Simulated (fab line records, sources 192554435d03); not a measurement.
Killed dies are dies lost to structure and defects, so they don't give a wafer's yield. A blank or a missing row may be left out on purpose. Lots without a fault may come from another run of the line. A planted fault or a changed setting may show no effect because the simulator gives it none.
A struck lot beside a sound one | flow n5_finfet | 38 steps out of a route of 1938
Sound: wafers L969.2, L969.4, L969.6. Struck: wafers L967.1, L967.4. (L967.3 of the same lot was not struck and is left out.) The cause comes at the end.
At each step with rows: each side's tool, then ch and its chambers, then its first start. Under that, the readings that differ: sound wafers | struck wafers | difference of the means | sigmas: that difference in standard deviations of wafers without a fault.
alike: readings whose means differ by less than 2 such deviations, and words and numbers that are the same on both sides. not compared: withheld readings, readings that some wafer has no value for, bounds like >300 that may hide the same value, and numbers for which the record gives no deviation and whose values overlap.
The two part at a step that has a row with sigmas, a row that says differs or no value, or rows on one side only. Numbers that don't overlap but have no deviation are shown without sigmas and don't part them. A reading that every wafer of one side lacks parts them only if that side has two wafers or more.

first, 9 steps without rows for these wafers: N5_BEOL_M4_ANNEAL_95 (time 240 s); N5_BEOL_M4_SPUTTER_96 (material Cu, target thk 4.5 nm, time 8.29 s); N5_BEOL_M4_ECD_50 (material Cu, target thk 300 nm); N5_BEOL_M4_ANNEAL_51 (time 90 s); N5_BEOL_M4_CMP_52 (polishes, stops on SiOC, t overpolish 6.8 s, target thk 40 nm); N5_BEOL_M4_PRE_CLEAN_60 (time 15 s); N5_BEOL_M4_CO_CAP_55 (material Co, precursor CCTBA/H2, target thk 2 nm, time 102.1 s); N5_BEOL_M4_PRE_CLEAN_56 (time 15 s); N5_BEOL_M4_DEP_57 (deposits SiCN from 3MS/NH3, target thk 8 nm, time 14 s).
N5_BEOL_M4_RC_MEAS_101:
  sound on prober-01 ch 0, day 10 11:26; struck on prober-02 ch 0, day 10 09:59
  alike: DIBL_N, DIBL_P, IOFF_N, IOFF_P, ION_N, ION_P, SS_N, SS_P, VT_N, VT_P
then, 24 steps without rows for these wafers: N5_BEOL_M5_ILD_DEP_00 (deposits SiCOH lowk from DEMS/porogen, target thk 140.64 nm, time 25.9 s); N5_BEOL_M5_CURE_79 (cures SiCOH lowk, time 240 s); N5_BEOL_M5_PECVD_70 (deposits SiO2 from TEOS/O2, target thk 16 nm, time 18 s); N5_BEOL_M5_HM_DEP_02 (deposits TiN, target thk 20 nm); N5_BEOL_M5_COAT_59 (time 60 s, resist thk 60 nm); N5_BEOL_M5_COAT_60 (time 60 s, resist thk 12 nm); N5_BEOL_M5_COAT_71 (time 60 s, resist thk 5 nm); N5_BEOL_M5_COAT_05 (resist thk 30 nm); N5_BEOL_M5_EBR_07; N5_BEOL_M5_SOFTBAKE_06 (time 60 s); N5_BEOL_M5_EXPOSE_08 (exposes mask M5, target cd 28 nm); N5_BEOL_M5_PEB_09 (peb time 60 s); N5_BEOL_M5_DEVELOP_10 (develop time 30 s); N5_BEOL_M5_DESCUM_16 (chemistry O2, time 7 s); N5_BEOL_M5_ETCH_72 (etches underlayer in N2/H2, target depth 6.5 nm, time 5.2 s); N5_BEOL_M5_ETCH_61 (etches SiARC in CF4, target depth 15.6 nm, time 26 s); N5_BEOL_M5_ETCH_62 (etches SOC in N2/H2, target depth 75 nm, overetch 15 nm, time 112.5 s); N5_BEOL_M5_STRIP_63 (strips in N2/H2); N5_BEOL_M5_STRIP_73 (strips in N2/H2); N5_BEOL_M5_STRIP_64 (strips in CF4); N5_BEOL_M5_HM_OPEN_17 (chemistry Cl2/BCl3, target TiN, target depth 20 nm, overetch 6 nm); N5_BEOL_M5_STRIP_19 (strips in O2); N5_BEOL_M5_COAT_65 (time 60 s, resist thk 60 nm); N5_BEOL_M5_COAT_66 (time 60 s, resist thk 12 nm).
-- the record jumps here: 3 days lie between the struck wafers' starts before and after (it left off in module BEOL_M5 and takes up again in module BEOL_M11, whose first step shown is number 1596 of the route) --
N5_BEOL_M11_CMP_52: polishes, stops on SiCOH lowk, t overpolish 7 s, target thk 140 nm.
  sound on cmp-03 ch 0,3, day 13 05:07; struck on cmp-02 ch 0,2, day 13 05:59
  reading                      | sound             | struck      | difference | sigmas
  barrier_field_endpoint_s (s) | 28.2 28.3 29.3    | 46.8 46.9   | +18.2      | +26
  overpolish_run_s (s)         | 6.989 6.999 6.997 | 0.043 0.039 | -6.954     | -99 or more
  time_to_endpoint_s (s)       | 64.6 61.7 64.3    | 86.0 85.7   | +22.3      | +9
  alike: motor_current_A, retaining_ring_pressure_frac
N5_BEOL_M11_THK_MEAS_53: measures by xrf.
  sound on film_metro-01, day 13 05:24; struck on film_metro-01, day 13 06:16
  reading      | sound             | struck      | difference | sigmas
  M11_THK (nm) | 136.3 133.9 139.9 | 249.5 244.9 | +110.5     | +42
N5_BEOL_M11_INSPECT_58: inspects for defects (darkfield).
  sound on defect_inspect-01, day 13 05:33; struck on defect_inspect-02, day 13 06:25
  reading          | sound    | struck    | difference | sigmas
  raw_defect_count | 64 41 71 | 1021 1056 | +980       | +52
N5_PASSIVATION_PROBE_49:
  sound on prober-02, day 14 21:26; struck on prober-01, day 14 21:44
  reading                  | sound          | struck    | difference | sigmas
  defect_limited_yield (%) | 93.9 89.8 94.1 | 0 0       | -93        | -62
  killed_at_M4_up          | 7 16 10        | 1094 1095 | +1084      | +99 or more
  killed_dies              | 72 120 70      | 1180 1180 | +1093      | +61
  killed_on_rim            | 14 9 7         | 152 152   | +142       | +36
  sort_n_pass              | 1108 1060 1110 | 0 0       | -1093      | -61
  sort_yield_pct (%)       | 93.9 89.8 94.1 | 0 0       | -93        | -62
  alike: killed_at_M0_to_M3, killed_at_contacts, killed_at_front_end, killed_at_other, killed_open, killed_short, sort_bin_5_function, sort_bin_6_memory

WHERE THEY PART
First at N5_BEOL_M11_CMP_52; last, within this record, at N5_PASSIVATION_PROBE_49.

WHY: what the simulator had put in
Process parameter drift: cmp-02, from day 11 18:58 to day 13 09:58, at N5_BEOL_M11_CMP_52. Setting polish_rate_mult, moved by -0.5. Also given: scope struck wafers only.
